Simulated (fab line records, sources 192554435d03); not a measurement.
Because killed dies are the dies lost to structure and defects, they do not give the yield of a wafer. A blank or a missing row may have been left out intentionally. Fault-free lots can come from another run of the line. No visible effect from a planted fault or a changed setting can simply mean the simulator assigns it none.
fab line records	flow n5_finfet
[record] lots = 11	wafers = 33	last_day = 19
route steps=1938 shown BEOL_M6@1253 MIM_BOT_LITHO@1863 MIM_BOT_ETCH@1867 PASSIVATION@1911
lots with no fault: from the same line, run without faults
start_h: hours from the record's first day to the start of the lot's first wafer shown	wait_h: time in hours since the lot's previous step	" the same as in the row above	L1.1+2: a row that stands for several wafers	- value missing, or start not given	* or withheld: withheld	< > ~ a bound
route shown NAME@n: a module of which the file shows steps, and the number in the route of the first	usual: the fault-free wafers' mean and standard deviation	same: alike in all rows	chamber/n: place in a boat	sites: the reading at each site	_std_site: standard deviation of those values	_edge_site: the outer-site mean with the inner-site mean subtracted	radius_mm: for every site, how far away it sits from the centre of the wafer	mask NAME#n: copy n	behind: the most recent tool/chamber to have shaped the wafer	hold: the reason the lot was held/the length of the hold in hours/how it ended	device: transistor that didn't switch, given as n, p or np	end of line: at the end of the route, the tests of the same wafers	for a step that has no rows: nothing shown but its recipe	killed: at the first sort, the dies lost to defects and structure; wafer yield is something else	map: dies across one wafer; x = killed, . = not, _ = none there
set.NAME: the run value of the setting; set.NAME@STEP: its run value at that earlier step	model.NAME: the simulator's own value behind a step, which no gauge read
route steps across a sampled set of lots; one table per step, one row per wafer
services: the hour from which a tool's chamber was out of use, counted from the record's first day as start_h (under 0 if before that day), plus the number of hours and why
[[steps]]
[step N5_BEOL_M6_CVD_78]
[recipe] material = Co	target_thk_a = 20	temp_c = withheld	precursor = CCTBA/H2	pressure_torr = 30	time_s = 142.3
lot.wafer	tool	chamber	start_h	wait_h
L213.1+4+5	cvd_co-02	0,0,2	243.77	0.1
L212.2+4+6	cvd_co-02	1,1,0	261.27	0.0
L215.1+3+4	cvd_co-01	0,1,2	265.01	0.3
L216.1+4+6	cvd_co-01	1,2,1	269.38	0.1
L217.1+4+6	cvd_co-02	1,2,0	282.90	0.3
L218.1+3+4	cvd_co-02	1,2,1	292.29	0.1
L222.2+3+4	cvd_co-01	1,0,2	308.65	0.0
L224.1+2+5	cvd_co-02	1,2,0	309.02	0.0
L227.3+4+5	cvd_co-02	2,1,0	331.88	0.1
L225.1+3+6	cvd_co-02	2,1,2	338.57	0.0
L233.2+4+5	cvd_co-01	1,2,1	366.38	0.3
[step N5_MIM_BOT_LITHO_OVL_MEAS_11]
[recipe] points_per_wafer = 44
[usual] MIM_BOT_OVL = -2/5.4
lot.wafer	tool	chamber	start_h	wait_h	MIM_BOT_OVL[nm]
L213.1	overlay-01	0	313.88	0.0	-5
L213.4	"	0	"	"	12
L213.5	"	0	"	"	11
L212.2	overlay-02	0	331.45	0.0	-6
L212.4	"	0	"	"	-6
L212.6	"	0	"	"	-3
L215.1	overlay-01	0	339.12	0.0	11
L215.3	"	0	"	"	9
L215.4	"	0	"	"	9
L216.1	overlay-01	0	343.98	0.0	0
L216.4	"	0	"	"	-4
L216.6	"	0	"	"	-2
L217.1	overlay-01	0	354.08	0.0	0
L217.4	"	0	"	"	-3
L217.6	"	0	"	"	6
L218.1	overlay-02	0	366.91	0.0	-1
L218.3	"	0	"	"	-2
L218.4	"	0	"	"	-4
L224.1	overlay-01	0	384.12	0.0	-10
L224.2	"	0	"	"	-7
L224.5	"	0	"	"	-10
L222.2	overlay-02	0	391.97	0.0	-5
L222.3	"	0	"	"	-1
L222.4	"	0	"	"	0
L227.3	overlay-02	0	409.48	0.0	-8
L227.4	"	0	"	"	-4
L227.5	"	0	"	"	-8
L225.1	overlay-01	0	418.90	0.0	0
L225.3	"	0	"	"	-5
L225.6	"	0	"	"	-2
L233.2	overlay-02	0	450.85	0.0	-2
L233.4	"	0	"	"	-3
L233.5	"	0	"	"	-3
[step N5_MIM_BOT_ETCH_ETCH_03]
[recipe] chemistry = Cl2/BCl3	target_depth_a = 120	pressure_mtorr = 8	icp_w = 800	bias_w = 100	Cl2_flow_sccm = 20	bcl3_flow_sccm = 80
[usual] bcl3_flow_sccm = 80.01/0.26	drypump_motor_current_A = 5.3/0.38	he_backside_leak_sccm = 3.22/0.18	oes_product_au = 0.81/0.051	throttle_valve_pct = 27.6/0.31
lot.wafer	tool	chamber	start_h	wait_h	bcl3_flow_sccm	drypump_motor_current_A	he_backside_leak_sccm	oes_product_au	rf_hours_counter_h	throttle_valve_pct
L213.1	rie_metal-01	0	314.33	0.1	80.09	4.8	3.12	0.88	7	27.8
L213.4	"	1	"	"	80.03	5.6	2.94	0.88	-	28.0
L213.5	"	0	"	"	80.49	4.8	3.21	0.88	-	27.8
L212.2	rie_metal-03	0	331.70	0.1	80.47	5.0	3.18	0.84	26	27.5
L212.4	"	1	"	"	79.80	5.4	3.33	0.77	-	27.7
L212.6	"	0	"	"	79.94	5.0	3.41	0.84	-	27.5
L215.1	rie_metal-02	1	339.33	0.1	80.05	5.1	3.25	0.85	26	27.7
L215.3	"	0	"	"	79.52	5.9	3.05	0.75	-	27.0
L215.4	"	1	"	"	80.17	5.1	3.22	0.85	-	27.7
L216.1	rie_metal-01	1	344.22	0.1	79.91	5.6	2.92	0.88	11	28.1
L216.4	"	0	"	"	79.92	4.8	3.23	0.87	-	27.8
L216.6	"	1	"	"	79.52	5.6	2.71	0.88	-	28.0
L217.1	rie_metal-01	0	354.30	0.1	80.07	4.8	3.16	0.86	9	27.8
L217.4	"	1	"	"	80.16	5.6	3.26	0.87	-	28.0
L217.6	"	1	"	"	80.12	5.6	3.51	0.88	-	28.1
L218.1	rie_metal-02	1	367.12	0.1	80.00	5.1	3.17	0.84	27	27.7
L218.3	"	0	"	"	79.63	5.9	3.13	0.74	-	27.1
L218.4	"	1	"	"	80.12	5.1	3.16	0.84	-	27.7
L224.1	rie_metal-01	0	384.34	0.1	79.75	4.8	3.01	0.85	11	27.8
L224.2	"	1	"	"	80.15	5.6	3.21	0.86	14	28.1
L224.5	"	0	"	"	79.91	4.8	3.02	0.85	-	27.8
L222.2	rie_metal-01	1	392.52	0.1	80.63	5.6	2.85	0.86	15	28.1
L222.3	"	1	"	"	80.16	5.6	2.94	0.86	-	28.0
L222.4	"	0	"	"	79.84	4.8	3.14	0.86	-	27.8
L227.3	rie_metal-01	1	409.72	0.1	80.33	5.6	3.34	0.86	-	28.1
L227.4	"	0	"	"	80.12	4.8	2.93	0.85	-	27.8
L227.5	"	0	"	"	79.87	4.8	2.92	0.83	-	27.8
L225.1	rie_metal-03	0	419.11	0.1	79.82	5.0	3.28	0.81	34	27.5
L225.3	"	1	"	"	80.23	5.3	3.41	0.75	-	27.7
L225.6	"	0	"	"	80.12	5.0	3.52	0.81	-	27.5
L233.2	rie_metal-03	1	451.06	0.1	80.24	5.4	3.46	0.75	56	27.7
L233.4	"	0	"	"	79.90	5.0	3.28	0.80	-	27.5
L233.5	"	0	"	"	80.15	5.0	3.31	0.80	-	27.6
[step N5_PASSIVATION_STRIP_34]
[recipe] chemistry = O2	power_w = 600	temp_c = 60	pressure_mtorr = 30	rf_frequency_hz = 6e+07	bias_power_w = 0	overash_fraction = 2	o2_flow_sccm = 225
[usual] drypump_motor_current_A = 5.9/0.5	oes_product_au = 0.81/0.087	rf_vpp_V = 3.6/1.6	showerhead_plenum_p_Torr = 2.11/0.087	temp_c = 60.00/0.12	throttle_valve_pct = 16.58/0.3
lot.wafer	tool	chamber	start_h	wait_h	drypump_motor_current_A	oes_product_au	rf_hours_counter_h	rf_vpp_V	showerhead_plenum_p_Torr	temp_c	throttle_valve_pct
L213.1	rie_diel-01	2	322.97	0.1	6.6	0.72	201	4.1	2.01	60.08	17.22
L213.4	"	0	"	"	6.4	0.65	245	2.7	2.14	60.14	16.98
L213.5	"	0	"	"	6.4	0.67	-	0.4	2.14	59.92	17.02
L212.2	rie_diel-01	3	336.88	0.1	5.9	0.87	95	1.0	2.04	60.10	16.35
L212.4	"	1	"	"	5.8	0.84	-	4.1	2.03	60.16	16.73
L212.6	"	2	"	"	6.6	0.73	-	5.5	2.01	60.08	17.27
L215.1	rie_diel-03	2	344.97	0.1	5.3	0.72	186	2.9	2.01	60.05	16.53
L215.3	"	3	"	"	6.5	0.94	6	3.6	2.15	60.00	16.27
L215.4	"	1	"	"	5.2	0.86	51	6.0	2.13	60.20	16.28
L216.1	rie_diel-03	3	350.13	0.1	6.5	0.92	8	2.4	2.15	59.95	16.29
L216.4	"	3	"	"	6.5	0.93	-	3.0	2.15	59.92	16.27
L216.6	"	2	"	"	5.3	0.74	-	2.8	2.00	59.94	16.56
L217.1	rie_diel-03	2	358.71	0.1	5.2	0.71	192	5.6	2.00	60.04	16.49
L217.4	"	1	"	"	5.2	0.88	-	0.6	2.13	60.00	16.34
L217.6	"	3	"	"	6.5	0.92	-	2.4	2.15	60.01	16.32
L218.1	rie_diel-04	3	371.76	0.1	5.2	0.84	47	3.6	2.22	60.14	16.26
L218.3	"	2	"	"	5.6	0.97	3	3.4	2.26	60.06	16.67
L218.4	"	0	"	"	6.0	0.69	210	2.0	2.09	59.93	17.28
L224.1	rie_diel-04	3	388.11	0.1	5.2	0.84	53	5.2	2.22	59.96	16.22
L224.2	"	0	"	"	6.0	0.69	215	2.5	2.09	59.74	17.24
L224.5	"	1	"	"	6.4	0.81	-	4.0	2.12	60.13	16.47
L222.2	rie_diel-03	1	397.47	0.1	5.2	0.83	70	6.1	2.13	59.88	16.33
L222.3	"	2	"	"	5.2	0.70	205	4.6	2.00	60.17	16.53
L222.4	"	3	"	"	6.5	0.88	24	5.1	2.14	60.00	16.38
L227.3	rie_diel-01	2	413.95	0.1	6.5	0.70	234	2.2	2.00	59.89	17.25
L227.4	"	1	"	"	5.7	0.81	107	5.3	2.02	59.84	16.77
L227.5	"	3	"	"	6.0	0.83	-	3.2	2.03	60.04	16.44
L225.1	rie_diel-04	3	423.27	0.1	5.2	0.82	65	5.0	2.22	59.78	16.31
L225.3	"	1	"	"	6.4	0.80	101	5.1	2.11	59.79	16.47
L225.6	"	1	"	"	6.4	0.79	-	1.8	2.11	59.86	16.47
L233.2	rie_diel-03	3	457.76	0.2	6.5	0.84	50	3.7	2.14	60.00	16.34
L233.4	"	2	"	"	5.2	0.69	-	6.2	1.99	59.86	16.58
L233.5	"	0	"	"	5.6	0.82	-	2.8	2.23	60.05	16.45
[step N5_PASSIVATION_PROBE_49]
[usual] defect_limited_yield = 91.5/1.4	killed_at_M0_to_M3 = 34/11	killed_at_M4_up = 15/6	killed_at_contacts = 11/5.9	killed_at_front_end = 37/11	killed_at_other = 3.6/2.9	killed_dies = 101/17	killed_open = 66/12	killed_short = 33/7.8	sort_bin_5_function = 5.0/0.97	sort_bin_6_memory = 3.2/0.65	sort_bin_8_speed = 0.02/0.2	sort_n_pass = 1079/17	sort_yield_pct = 91.4/1.4
[same] gross_dies = 1180	killed_at_back_side = 0	sort_bin_4_leakage[%] = 0
lot.wafer	tool	chamber	start_h	wait_h	defect_limited_yield[%]	killed_at_M0_to_M3	killed_at_M4_up	killed_at_contacts	killed_at_front_end	killed_at_other	killed_dies	killed_open	killed_short	sort_bin_5_function[%]	sort_bin_6_memory[%]	sort_bin_8_speed[%]	sort_n_pass	sort_yield_pct[%]
L227.3	prober-01	-	418.54	0.1	86.0	27	106	15	11	6	165	52	27	7.4	3.8	0	1015	86.0
L227.4	prober-01	-	418.59	0.2	77.8	52	152	12	36	10	262	79	37	13.5	4.4	0	918	77.8
L227.5	prober-01	-	418.64	0.2	79.9	28	164	11	31	3	237	59	28	11.9	3.7	0	943	79.9
L225.1	prober-02	-	427.53	0.0	83.8	25	99	11	46	10	191	65	38	9.1	4.3	0	989	83.8
L225.3	prober-02	-	427.63	0.1	79.7	27	159	5	39	10	240	62	27	12.0	4.7	0	940	79.7
L225.6	prober-02	-	427.78	0.3	86.8	11	87	16	37	5	156	57	19	7.0	3.4	0	1024	86.8
// killed by level:class
L227.3 BEOL_M6:unspecified=83 MOL_CONTACT_COAG:geometric_particle:open=11 BEOL_M4:geometric_particle:open=9 BEOL_M2:geometric_particle:open=5 BEOL_M3:geometric_particle:open=5 MOL_CONTACT_COAG:geometric_particle:short=4 STARTING-WAFER:geometric_particle:short=4 BEOL_M0_SAQP:geometric_particle:short=3
L227.4 BEOL_M6:unspecified=142 STI_FIN_REVEAL:geometric_particle:open=12 BEOL_M0_SAQP:geometric_particle:short=12 MOL_CONTACT_COAG:geometric_particle:open=11 BEOL_M0_SAQP:geometric_particle:open=11 FIN_SAQP:geometric_particle:open=9 BEOL_M2:geometric_particle:open=7 BEOL_M0:geometric_particle:short=5
L227.5 BEOL_M6:unspecified=149 DUMMY_GATE:geometric_particle:open=9 MOL_CONTACT_COAG:geometric_particle:open=8 BEOL_M0_SAQP:geometric_particle:open=7 BEOL_M0_SAQP:geometric_particle:short=6 BEOL_M4:geometric_particle:open=6 STI_FIN_REVEAL:geometric_particle:open=5 BEOL_M3:geometric_particle:open=5
L225.1 BEOL_M6:unspecified=86 FIN_SAQP:geometric_particle:short=15 STI_FIN_REVEAL:geometric_particle:open=10 MOL_CONTACT_COAG:geometric_particle:open=10 BEOL_M1:geometric_particle:open=8 BEOL_M2:geometric_particle:open=8 FIN_SAQP:geometric_particle:open=7 FIN_CUT:geometric_particle:short=5
L225.3 BEOL_M6:unspecified=150 FIN_SAQP:geometric_particle:open=13 BEOL_M1:geometric_particle:open=9 BEOL_M2:geometric_particle:open=6 STI_FIN_REVEAL:geometric_particle:open=5 BEOL_M0_SAQP:geometric_particle:short=5 MIM_TOP_ETCH:geometric_particle:short=5 FIN_SAQP:geometric_particle:short=4
L225.6 BEOL_M6:unspecified=79 FIN_SAQP:geometric_particle:open=12 MOL_CONTACT_COAG:geometric_particle:open=12 STI_FIN_REVEAL:geometric_particle:open=7 MOL_CONTACT_COAG:geometric_particle:short=4 BEOL_M0_SAQP:geometric_particle:open=4 FIN_CUT:geometric_particle:open=3 STI_FIN_REVEAL:geometric_particle:short=3
[[services]]
tool	chamber	start_h	hours	kind
rie_metal-02	-	224.20	0.5	repair
rie_metal-01	0	236.15	-	clean
rie_metal-01	0	236.15	14.9	scheduled_down
rie_metal-01	0	236.15	14.9	vent_cycle
rie_diel-01	0	236.26	2.0	repair
rie_diel-01	1	242.72	9.3	repair
rie_diel-03	1	252.93	10.3	repair
rie_metal-02	1	279.14	2.2	repair
rie_diel-04	2	296.24	7.2	repair
cvd_co-02	-	311.30	0.4	repair
rie_diel-03	0	346.69	3.6	repair
rie_diel-03	3	355.22	1.7	repair
rie_diel-03	0	357.58	3.6	repair
rie_diel-04	0	357.66	5.9	repair
cvd_co-02	-	367.52	0.8	repair
rie_diel-03	-	374.21	0.7	repair
cvd_co-02	0	386.25	5.0	repair
cvd_co-02	-	391.27	0.6	repair
rie_metal-02	-	393.96	1.2	repair
rie_metal-02	-	409.72	1.9	repair
rie_diel-01	-	443.95	0.1	repair
cvd_co-01	-	445.07	0.4	repair
cvd_co-02	2	445.16	16.6	repair
cvd_co-01	-	455.11	0.5	repair
[[key]]
[first_sign] step = N5_PASSIVATION_PROBE_49	reading = killed_at_M4_up	direction = up	sigmas = 19	usual = 15	struck = 128
[effect] step = N5_PASSIVATION_PROBE_49	reading = defect_limited_yield	direction = down	sigmas = 6.5	usual = 91.5	struck = 82.3
[more_kills_born_at] N5_BEOL_M6_CVD_78@cvd_co-02 = 689
met_at N5_BEOL_M6_CVD_78
struck_lots L225,L227
not_acting_at N5_MIM_BOT_LITHO_OVL_MEAS_11,N5_MIM_BOT_ETCH_ETCH_03,N5_PASSIVATION_STRIP_34
onset_between 309.02 331.88
[fault] kind = chamber_particle_source	tool = cvd_co-02	chamber = -	onset_h = 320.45	steps = N5_BEOL_M6_CVD_78	rate_per_visit_cm2 = 1.6078	end_h = 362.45
